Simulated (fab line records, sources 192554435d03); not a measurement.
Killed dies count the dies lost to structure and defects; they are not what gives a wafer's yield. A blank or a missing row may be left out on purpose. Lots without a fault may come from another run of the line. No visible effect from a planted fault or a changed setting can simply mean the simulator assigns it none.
Struck lot and sound lot, side by side || flow n5_finfet || 14 steps out of a route of 1938
Sound: wafers L969.2, L969.3, L969.6. Struck: wafers L978.3, L978.4, L978.5. At the end, the cause is stated.
Each step with rows lists, per side, the tool, then ch with its chambers, then its first start. Under that, the readings that differ: sound wafers || struck wafers || difference of the means || sigmas: that difference in standard deviations of wafers without a fault.
alike: words and numbers the same on both sides, and readings whose means are apart by under 2 such deviations; not compared: readings that were withheld, readings missing a value for some wafer, numbers with overlapping values and no deviation given by the record, and bounds like >300 which may hide the same value.
The two part at a step that has a row with sigmas, a row that says differs or no value, or rows on one side only. When numbers do not overlap yet have no deviation, they are printed without sigmas and do not part them. A reading missing from all wafers of one side parts the sides only when that side holds two or more wafers.

N5_BEOL_M7_RS_MEAS_57: measures by four-point-probe.
  sound on film_metro-01 at day 9 22:57; struck on film_metro-01 at day 12 13:47
  alike: M7_RS
N5_BEOL_M7_INSPECT_58: inspects for defects (darkfield).
  sound on defect_inspect-01 at day 9 22:58; struck on defect_inspect-01 at day 12 13:48
  alike: raw_defect_count
N5_BEOL_M8_ILD_DEP_00: deposits SiCOH lowk from DEMS/porogen, target thk 179.75 nm, time 33.4 s.
  sound on pecvd-02 ch 0,1, day 9 23:01; struck on pecvd-02 ch 0,1, day 12 13:52
  alike: heater_power_w, showerhead_plenum_p_Torr, throttle_valve_pct
N5_BEOL_M8_CURE_74: cures SiCOH lowk, time 240 s.
  sound on uv_cure-03 ch 2, day 9 23:09; struck on uv_cure-01 ch 0, day 12 14:37
  alike: lamp_power_pct, wafer_temp_C_max
N5_BEOL_M8_THK_MEAS_01:
  sound on film_metro-01 at day 9 23:35; struck on film_metro-02 at day 12 14:58
  alike: M8_ILD_THK
N5_BEOL_M8_PECVD_70: deposits SiO2 from TEOS/O2, target thk 20 nm, time 22.7 s.
  sound on pecvd-04 ch 0,1, day 9 23:37; struck on pecvd-03 ch 0,2, day 12 15:00
  alike: heater_power_w, showerhead_plenum_p_Torr, throttle_valve_pct
N5_BEOL_M8_HM_DEP_02: deposits TiN, target thk 20 nm.
  sound on pvd_sputter-01 at day 10 01:20; struck on pvd_sputter-02 at day 12 15:04
  alike: throttle_valve_pct
then, 5 steps without rows for these wafers: N5_BEOL_M8_COAT_59 (time 60 s, resist thk 100 nm); N5_BEOL_M8_COAT_60 (time 60 s, resist thk 35 nm); N5_BEOL_M8_COAT_05 (resist thk 90 nm); N5_BEOL_M8_EBR_07; N5_BEOL_M8_SOFTBAKE_06 (time 60 s).
N5_BEOL_M8_EXPOSE_08: exposes mask M8.
  sound on arfi_scanner-03 ch 0, day 10 01:37; struck on arfi_scanner-01, day 12 15:20
  no value came back on the struck wafers for dipole_opening_deg (degrees), exposure_dose_mJ_cm2, stage_vel_mm_s (mm/s); on the sound wafers dipole_opening_deg (degrees) reads 35 35 35
  alike: mask
then, 1 step without rows for these wafers: N5_BEOL_M8_PEB_09 (peb time 60 s).

== WHERE THEY PART ==
Within this record, at N5_BEOL_M8_EXPOSE_08 only.

WHY: what had been put in by the simulator
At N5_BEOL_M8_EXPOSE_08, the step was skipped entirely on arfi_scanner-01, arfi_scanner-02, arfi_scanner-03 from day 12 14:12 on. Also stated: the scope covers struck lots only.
